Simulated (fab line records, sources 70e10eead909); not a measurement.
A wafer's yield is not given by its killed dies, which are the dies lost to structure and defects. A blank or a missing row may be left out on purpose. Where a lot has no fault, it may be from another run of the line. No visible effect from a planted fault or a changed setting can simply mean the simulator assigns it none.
One fault seen from 2 desks | flow nandHarc | only its own numbers are on each desk; what lay behind them is given at the end

## THE METROLOGY DESK
What the gauges read for every lot (on any tool): the sampled wafers with a number, averaged. The brackets show how far a lot's mean lies from the usual mean; more than 4 standard deviations puts the lot out of limits, marked OUT.
Columns: A = thkNm at NHARC_A_ONON_D2_THK_MEAS_05, usual 1001 nm; B = thkNm at NHARC_A_ONON_D2_THK_MEAS_08, usual 1002 nm; C = thkNm at NHARC_A_ONON_D2_THK_MEAS_18, usual 1001 nm
lot  | first seen here | A    | B    | C
L865 | day 12 16:35    | 986  | 982  | 1020
L864 | day 12 16:40    | 982  | 1006 | 1003
L866 | day 13 10:32    | 992  | 1014 | 992
L868 | day 13 22:55    | 1004 | 998  | 987
L874 | day 16 12:55    | 1016 | 1001 | 893 (-9.0) OUT
L880 | day 19 03:40    | 1008 | 1009 | 999
L881 | day 19 03:40    | 1028 | 1001 | 994
L882 | day 19 19:25    | 1000 | 994  | 993
L883 | day 20 01:50    | 1005 | 1020 | 989
L884 | day 20 21:19    | 1002 | 995  | 999
L886 | day 21 11:05    | 991  | 1004 | 1000
L885 | day 21 11:15    | 981  | 1015 | 1010
L887 | day 22 10:25    | 1023 | 989  | 1018
Finding of this desk: L874 out of limits; the first was L874 at day 16 23:50, on thkNm at NHARC_A_ONON_D2_THK_MEAS_18. L865, L864, L866, L868, L880, L881, L882, L883, L884, L886, L885, L887: within limits.

## AT THE TOOL OWNER'S DESK: pecvdOnon-01
The tool's own readings at NHARC_A_ONON_D2_DEP_16 (target thk 1000 nm): means of the sampled wafers that have a number, for each lot that ran on this tool. The brackets show how far a lot's mean lies from the usual mean; more than 4 standard deviations puts the lot out of limits, marked OUT.
Columns: A = sih4FlowSccm at NHARC_A_ONON_D2_DEP_16, usual 210.0 sccm
lot  | first seen here | A
L865 | day 13 01:11    | 209.2
L874 | day 16 23:23    | 209.9
L881 | day 19 14:53    | 209.8
L883 | day 20 10:27    | 210.0
L885 | day 21 20:01    | 209.9
L887 | day 22 20:16    | 210.2
Result from this desk: across the 6 lots, nothing is out of limits.

## TAKEN TOGETHER
L874 would have let the metrology desk raise an alarm at day 16 23:50.
Nothing out of limits was seen by the tool owner's desk.
On record at the tool owner's desk: L874, within its limits.
NHARC_A_ONON_D2_DEP_16 was run on pecvdOnon-01 by each of the lots named.

## WHAT THE SIMULATOR PUT IN
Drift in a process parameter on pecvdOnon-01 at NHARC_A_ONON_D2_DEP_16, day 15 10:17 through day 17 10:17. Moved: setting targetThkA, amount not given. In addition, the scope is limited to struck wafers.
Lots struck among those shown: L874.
Time in hours between the start of the fault and the first out-of-limits reading at each desk: metrology desk, 38.
